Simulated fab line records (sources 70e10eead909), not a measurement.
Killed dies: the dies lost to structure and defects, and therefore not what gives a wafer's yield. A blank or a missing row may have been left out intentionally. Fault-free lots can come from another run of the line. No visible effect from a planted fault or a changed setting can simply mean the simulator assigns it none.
fab line records	flow nand-harc
record: lots: 12	wafers: 36	last-day: 34
route steps=1302 shown A_CHANNEL_HOLE_D1@475 A_CHANNEL_FILL_D1@494 END@1302
lots that met no fault: taken from a fault-free run of the same line
start-h: hours from the record's first day to the start of the lot's first wafer shown	wait-h: time in hours since the lot's previous step	" same as the row above	L1.1+2: a row that stands for several wafers	- value missing, or start not given	* or withheld: withheld	< > ~ a bound
route shown NAME@n: a module of which the file shows steps, and the number in the route of the first	usual: the fault-free wafers' mean and standard deviation	same: alike in all rows	chamber/n: place in a boat	sites: readings site by site	_std_site: how widely they spread, as a standard deviation	_edge_site: inner sites' mean taken away from outer sites' mean	radius-mm: how far each site lies from the wafer's centre	mask NAME#n: copy n	behind: the most recent tool/chamber to have shaped the wafer	hold: why the lot was held/for how many hours/how that ended	device: names the non-switching transistor (n, p or np)	end of line: tests run on the same wafers once the route is complete	for a step that has no rows: nothing shown but its recipe	killed: the dies lost at the first sort to structure and to defects; this is not the yield of the wafer	map: dies across one wafer; x = killed, . = not, _ = none there
set.NAME: the setting as run; set.NAME@STEP: as run at that earlier step	model.NAME: the simulator's own value behind a step, which no gauge read
steps of the route over a sample of lots; a table a step, a row a wafer
services: the hour from which a tool's chamber was out of use, counted from the record's first day as start-h (under 0 if before that day), plus the number of hours and why
== steps ==
step: NHARC_A_CHANNEL_HOLE_D1_ETCH_23
recipe: bias-v: 5000	source-w: withheld	pressure-mtorr: 20	time-s: 819	ar-flow-sccm: 375	c4f8-flow-sccm: 89.3	o2-flow-sccm: 35.7	temp-c: -20	target-depth-a: 16000	chemistry: C4F8/O2/Ar
usual: drypump-motor-current-A: 5.72/0.15	he-backside-leak-sccm: 6.3/0.92	showerhead-plenum-p-Torr: 3.59/0.097	throttle-valve-pct: 32.155/0.0087
lot.wafer	tool	chamber	start-h	wait-h	drypump-motor-current-A	he-backside-leak-sccm	rf-hours-counter-h	showerhead-plenum-p-Torr	throttle-valve-pct
L780.1	har-etch-01	1	204.77	0.5	5.59	5.1	105	3.66	32.152
L780.2	"	0	"	"	5.58	5.4	105	3.55	32.148
L780.5	"	0	"	"	5.58	5.2	-	3.55	32.160
L782.3	har-etch-01	0	227.36	0.5	5.58	5.5	-	3.54	32.148
L782.5	"	1	"	"	5.60	5.5	-	3.65	32.155
L782.6	"	0	"	"	5.58	10.2	-	3.54	32.179
L783.2	har-etch-02	1	228.86	0.5	5.94	7.9	334	3.75	32.154
L783.4	"	0	"	"	5.75	6.8	-	3.50	32.148
L783.5	"	1	"	"	5.95	7.7	-	3.75	32.168
L785.2	har-etch-01	1	251.19	0.5	5.58	5.4	128	3.65	32.149
L785.6	"	1	"	"	5.59	5.4	-	3.65	32.157
L785.5	"	0	"	"	5.58	5.2	-	3.54	32.155
L789.1	har-etch-01	1	295.28	0.5	5.58	5.4	154	3.63	32.158
L789.4	"	1	"	"	5.60	5.3	-	3.63	32.158
L789.3	"	0	"	"	5.58	5.6	-	3.52	32.168
L791.1	har-etch-01	1	307.01	0.5	5.57	5.5	158	3.63	32.157
L791.5	"	1	"	"	5.57	5.7	-	3.63	32.176
L791.6	"	0	"	"	5.60	5.2	-	3.52	32.155
L795.1	har-etch-01	0	362.15	0.5	5.58	5.8	196	3.50	32.155
L795.2	"	1	"	"	5.60	5.8	196	3.61	32.142
L795.3	"	0	"	"	5.59	5.8	-	3.50	32.164
L797.2	har-etch-02	0	368.95	0.5	5.77	7.2	399	3.45	32.150
L797.1	"	1	"	"	5.94	7.9	414	3.70	32.148
L797.4	"	1	"	"	5.95	7.9	-	3.70	32.151
L798.1	har-etch-01	0	387.46	0.5	5.59	5.8	204	3.50	32.150
L798.2	"	1	"	"	5.58	5.4	204	3.61	32.152
L798.5	"	1	"	"	5.58	5.7	-	3.61	32.153
L799.3	har-etch-01	0	399.57	0.5	5.59	6.0	-	3.49	32.161
L799.4	"	1	"	"	5.62	5.8	-	3.60	32.164
L799.6	"	0	"	"	5.58	5.8	-	3.49	32.148
L801.2	har-etch-01	0	407.78	0.5	5.59	5.9	223	3.49	32.160
L801.5	"	1	"	"	5.59	5.2	-	3.60	32.156
L801.6	"	0	"	"	5.58	5.9	-	3.49	32.159
L800.2	har-etch-01	1	411.81	0.5	5.59	5.6	227	3.60	32.133
L800.1	"	0	"	"	5.58	5.9	227	3.48	32.147
L800.6	"	1	"	"	5.62	5.8	-	3.60	32.155
step: NHARC_A_CHANNEL_HOLE_D1_STRIP_27
recipe: o2-flow-sccm: 500	ar-flow-sccm: 0	bias-w: 0	chemistry: O2
usual: drypump-motor-current-A: 6.0/0.36	oes-product-au: 1.000/0.0098	rf-vpp-V: 57.4/0.82	showerhead-plenum-p-Torr: 3.44/0.1	throttle-valve-pct: 17.036/0.0097
lot.wafer	tool	chamber	start-h	wait-h	drypump-motor-current-A	oes-product-au	rf-hours-counter-h	rf-vpp-V	showerhead-plenum-p-Torr	throttle-valve-pct
L780.2	rie-diel-07	2	-	-	5.9	1.001	24	56.7	3.36	17.041
L780.1	"	3	"	"	6.2	1.004	25	58.1	3.60	17.027
L780.5	"	3	"	"	6.2	0.997	-	57.4	3.60	17.047
L782.3	rie-diel-07	1	-	-	5.7	0.989	32	57.7	3.57	17.033
L782.5	"	3	"	"	6.2	0.997	-	58.1	3.59	17.032
L782.6	"	0	"	"	5.8	0.993	-	56.4	3.39	17.034
L783.4	rie-diel-09	3	-	-	5.6	1.007	8	58.7	3.33	17.036
L783.2	"	1	"	"	6.1	1.005	7	57.3	3.57	17.037
L783.5	"	3	"	"	5.6	1.007	-	58.1	3.33	17.035
L785.2	rie-diel-09	1	-	-	6.1	1.007	9	58.7	3.57	17.045
L785.6	"	2	"	"	6.0	0.980	-	57.0	3.47	17.048
L785.5	"	3	"	"	5.5	1.009	-	56.9	3.33	17.047
L789.1	rie-diel-09	3	-	-	5.6	0.991	13	56.8	3.33	17.024
L789.4	"	0	"	"	6.4	1.009	12	56.8	3.41	17.046
L789.3	"	2	"	"	6.1	0.981	13	56.0	3.47	17.054
L791.1	rie-diel-09	3	-	-	5.5	1.003	14	57.1	3.32	17.043
L791.6	"	0	"	"	6.4	0.994	-	56.5	3.41	17.043
L791.5	"	2	"	"	6.1	0.979	-	58.8	3.47	17.038
L795.3	rie-diel-10	3	-	-	5.0	0.988	44	56.0	3.41	17.043
L795.1	"	0	"	"	6.0	1.025	43	57.7	3.78	17.034
L795.2	"	1	"	"	6.0	1.007	30	56.7	3.32	17.055
L797.2	rie-diel-09	2	-	-	6.1	1.000	5	56.5	3.46	17.038
L797.4	"	0	"	"	6.4	1.009	4	59.1	3.41	17.043
L797.1	"	1	"	"	6.1	0.992	5	58.1	3.57	17.027
L798.2	rie-diel-09	3	-	-	5.5	0.994	5	56.8	3.32	17.038
L798.1	"	1	"	"	6.1	1.003	5	58.6	3.57	17.036
L798.5	"	0	"	"	6.4	1.009	-	56.7	3.41	17.029
L799.3	rie-diel-09	0	-	-	6.4	1.016	6	57.5	3.41	17.030
L799.4	"	1	"	"	6.1	0.999	6	58.3	3.57	17.044
L799.6	"	3	"	"	5.5	0.995	-	56.9	3.32	17.036
L801.2	rie-diel-09	1	-	-	6.1	0.996	7	56.6	3.57	17.035
L801.5	"	3	"	"	5.6	0.995	-	59.0	3.32	17.028
L801.6	"	0	"	"	6.4	1.006	-	58.5	3.41	17.030
L800.2	rie-diel-09	1	-	-	6.1	1.009	8	57.7	3.57	17.035
L800.1	"	2	"	"	6.1	0.992	8	57.7	3.46	17.042
L800.6	"	0	"	"	6.4	1.008	-	58.1	3.40	17.029
step: NHARC_A_CHANNEL_FILL_D1_ALD_14
recipe: target-thk-a: 25	pulse-time-s: 10	ald-cycles: 25	temp-c: 300	material: SiO2
usual: heater-power-w: 477/37	precursor-pulse-height-rel: 1.001/0.019
same: pulse-time-s: 10
lot.wafer	tool	chamber	start-h	wait-h	heater-power-w	precursor-pulse-height-rel
L780.2	ald-hk-04	2	217.22	0.0	472	0.978
L780.1	"	1	"	"	459	0.990
L780.5	"	3	"	"	446	1.017
L783.4	ald-hk-03	1	238.45	0.0	427	0.979
L783.2	"	2	"	"	486	1.046
L783.5	"	2	"	"	477	0.993
L782.3	ald-hk-02	0	238.49	0.1	552	0.997
L782.6	"	3	"	"	430	0.995
L782.5	"	0	"	"	554	1.020
L785.2	ald-hk-03	0	262.86	0.1	467	0.993
L785.5	"	2	"	"	491	1.057
L785.6	"	3	"	"	482	0.957
L789.4	ald-hk-04	1	307.25	0.1	440	1.021
L789.3	"	2	"	"	475	0.990
L789.1	"	3	"	"	450	1.009
L791.1	ald-hk-04	2	320.54	0.1	480	0.985
L791.6	"	1	"	"	454	1.004
L791.5	"	2	"	"	488	1.036
L795.1	ald-hk-04	1	373.44	0.1	454	1.005
L795.2	"	3	"	"	459	0.993
L795.3	"	0	"	"	502	1.012
L797.4	ald-hk-02	0	380.46	0.1	551	1.026
L797.2	"	1	"	"	515	1.025
L797.1	"	2	"	"	501	0.979
L798.1	ald-hk-04	3	399.03	0.0	458	0.994
L798.2	"	1	"	"	446	1.026
L798.5	"	0	"	"	537	1.002
L799.3	ald-hk-03	3	413.25	0.2	480	1.004
L799.4	"	0	"	"	450	1.028
L799.6	"	2	"	"	504	1.009
L801.2	ald-hk-04	2	419.29	0.1	490	1.012
L801.5	"	0	"	"	531	1.004
L801.6	"	1	"	"	458	1.006
L800.1	ald-hk-02	0	423.31	0.0	547	0.996
L800.2	"	1	"	"	521	0.986
L800.6	"	0	"	"	553	1.005
step: NHARC_A_CHANNEL_FILL_D1_ETCHBACK_08
recipe: target-depth-a: 2200	time-s: 110	c4f8-flow-sccm: 20	ar-flow-sccm: withheld	rf-w: 600	bias-w: 300	chemistry: C4F8
usual: oes-product-au: 0.96/0.039	rf-vpp-V: 440.9/3	run-length-s: 131.3/0.38
lot.wafer	tool	chamber	start-h	wait-h	oes-product-au	rf-hours-counter-h	rf-vpp-V	run-length-s
L780.1	rie-diel-11	0	252.06	-	0.91	8	441.7	130.8
L780.2	"	3	"	"	0.94	9	437.1	130.9
L780.5	"	0	"	"	0.91	-	441.6	131.3
L783.2	rie-diel-11	0	273.93	-	1.02	0	443.4	131.4
L783.4	"	2	"	"	1.01	0	440.1	131.8
L783.5	"	0	"	"	1.01	-	441.7	131.0
L782.3	rie-diel-11	1	275.22	-	1.02	0	445.1	131.2
L782.6	"	2	"	"	0.99	-	441.0	131.3
L782.5	"	3	"	"	1.01	-	438.1	130.7
L785.2	rie-diel-01	2	297.40	-	0.99	5	445.5	130.8
L785.6	"	0	"	"	0.99	-	436.0	131.9
L785.5	"	1	"	"	0.98	-	439.1	131.7
L789.4	rie-diel-11	0	346.07	-	1.01	4	442.0	149.3
L789.3	"	1	"	"	1.02	6	443.4	149.4
L789.1	"	2	"	"	1.01	6	440.6	149.7
L791.1	rie-diel-11	0	355.35	-	1.01	4	442.3	149.6
L791.6	"	1	"	"	1.02	-	444.3	149.8
L791.5	"	2	"	"	1.01	-	441.6	149.8
L795.3	rie-diel-01	3	409.71	-	0.92	1	438.7	131.6
L795.2	"	1	"	"	0.93	1	439.4	131.6
L795.1	"	2	"	"	0.93	1	445.7	130.7
L797.1	rie-diel-11	0	415.09	-	0.94	8	440.9	131.0
L797.4	"	1	"	"	0.94	10	445.4	131.4
L797.2	"	2	"	"	0.91	10	441.1	131.8
L798.1	rie-diel-05	2	437.00	-	0.93	1	438.4	131.5
L798.2	"	3	"	"	0.93	1	444.8	131.1
L798.5	"	3	"	"	0.94	-	444.8	130.7
L801.2	rie-diel-11	1	451.24	-	1.00	1	445.9	131.2
L801.5	"	2	"	"	0.98	-	439.8	132.0
L801.6	"	3	"	"	1.00	-	435.8	130.8
L799.4	rie-diel-05	2	451.30	-	0.92	1	438.0	131.2
L799.3	"	3	"	"	0.93	1	445.9	130.6
L799.6	"	1	"	"	0.94	-	440.7	131.4
L800.1	rie-diel-05	1	460.57	-	0.93	1	440.7	131.4
L800.2	"	2	"	"	0.93	1	439.5	131.6
L800.6	"	0	"	"	0.92	-	440.5	131.5
step: NHARC_END_SORT_01
recipe: temp-c: 25
usual: killed-at-array: 57/18	killed-at-other: 0.8/1	killed-at-periphery: 3.9/2.8	killed-dies: 62/18	killed-open: 3.4/1.8	killed-short: 2.2/1.6
same: gross-dies: 677
lot.wafer	tool	chamber	start-h	wait-h	killed-at-array	killed-at-other	killed-at-periphery	killed-dies	killed-open	killed-short
L783.2	prober-02	0	623.29	2.8	87	0	6	93	7	3
L783.4	prober-02	0	624.87	3.4	88	0	10	98	3	1
L783.5	prober-02	0	625.66	3.7	76	0	12	88	3	1
killed by level:class
L783.2 A_CHANNEL_HOLE_D1:chamber-film-flake=34 A_SLIT:chamber-film-flake=21 A_CHANNEL_HOLE_D2:chamber-film-flake=7 A_STAIRCASE:chamber-film-flake=6 A_CHANNEL_FILL_D1:chamber-film-flake=4 A_CONTACT:chamber-film-flake=4 A_CHANNEL_FILL_D2:chamber-film-flake=3 P_M0:geometric-particle:open=2
L783.4 A_CHANNEL_HOLE_D1:chamber-film-flake=32 A_SLIT:chamber-film-flake=23 A_CHANNEL_HOLE_D2:chamber-film-flake=9 A_CONTACT:chamber-film-flake=7 A_STAIRCASE:chamber-film-flake=6 P_STI:chamber-film-flake=4 A_CHANNEL_FILL_D1:chamber-film-flake=4 P_BONDPAD:chamber-film-flake=3
L783.5 A_SLIT:chamber-film-flake=30 A_CHANNEL_HOLE_D1:chamber-film-flake=26 A_STAIRCASE:chamber-film-flake=7 P_ZERO_WELL:chamber-film-flake=5 A_CHANNEL_HOLE_D2:chamber-film-flake=5 A_CONTACT:chamber-film-flake=5 P_STI:chamber-film-flake=2 P_GATE:chamber-film-flake=2
== services ==
tool	chamber	start-h	hours	kind
rie-diel-01	-	184.45	1.1	repair
rie-diel-11	1	195.20	5.8	repair
rie-diel-01	-	198.81	0.7	repair
rie-diel-01	-	203.85	9.0	pm
rie-diel-11	2	204.39	2.9	repair
rie-diel-11	0	204.61	4.7	repair
ald-hk-03	-	218.85	10.0	pm
rie-diel-05	-	229.66	9.0	pm
rie-diel-11	3	237.59	4.0	repair
rie-diel-05	2	240.45	12.0	repair
har-etch-01	-	248.26	1.4	repair
ald-hk-04	-	254.87	10.0	pm
rie-diel-11	-	255.50	9.0	pm
ald-hk-04	-	286.07	4.4	repair
rie-diel-09	1	306.42	6.5	repair
rie-diel-09	-	320.10	9.0	pm
rie-diel-11	0	322.30	8.7	repair
rie-diel-11	-	334.72	6.5	repair
ald-hk-02	-	348.00	10.0	pm
rie-diel-11	-	348.91	0.4	repair
rie-diel-11	3	390.88	4.5	repair
rie-diel-05	-	406.66	9.0	pm
rie-diel-09	2	430.10	15.1	repair
rie-diel-11	-	432.50	9.0	pm
== key ==
first-sign: step: NHARC_A_CHANNEL_FILL_D1_ETCHBACK_08	reading: run-length-s	direction: up	sigmas: 49	usual: *	struck: *
effect none on later readings
met-at NHARC_A_CHANNEL_FILL_D1_ETCHBACK_08
struck-lots L789,L791
tester-left-out L789,L791
not-acting-at NHARC_A_CHANNEL_HOLE_D1_ETCH_23,NHARC_A_CHANNEL_HOLE_D1_STRIP_27,NHARC_A_CHANNEL_FILL_D1_ALD_14
onset-between 275.22 346.07
fault: kind: process-parameter-drift	tool: rie-diel-11	chamber: -	onset-h: 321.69	steps: NHARC_A_CHANNEL_FILL_D1_ETCHBACK_08	channel: time-s	offset: *	shape: step	end-h: 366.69	acts-in: *	stated: *
tester-left-out: of these lots the tester's yield and bins aren't shown, on N5 and GAA mostly nor the transistor test; their killed dies are dies lost to structure and defects alone, not to doping, threshold or leakage, so they don't give the yield
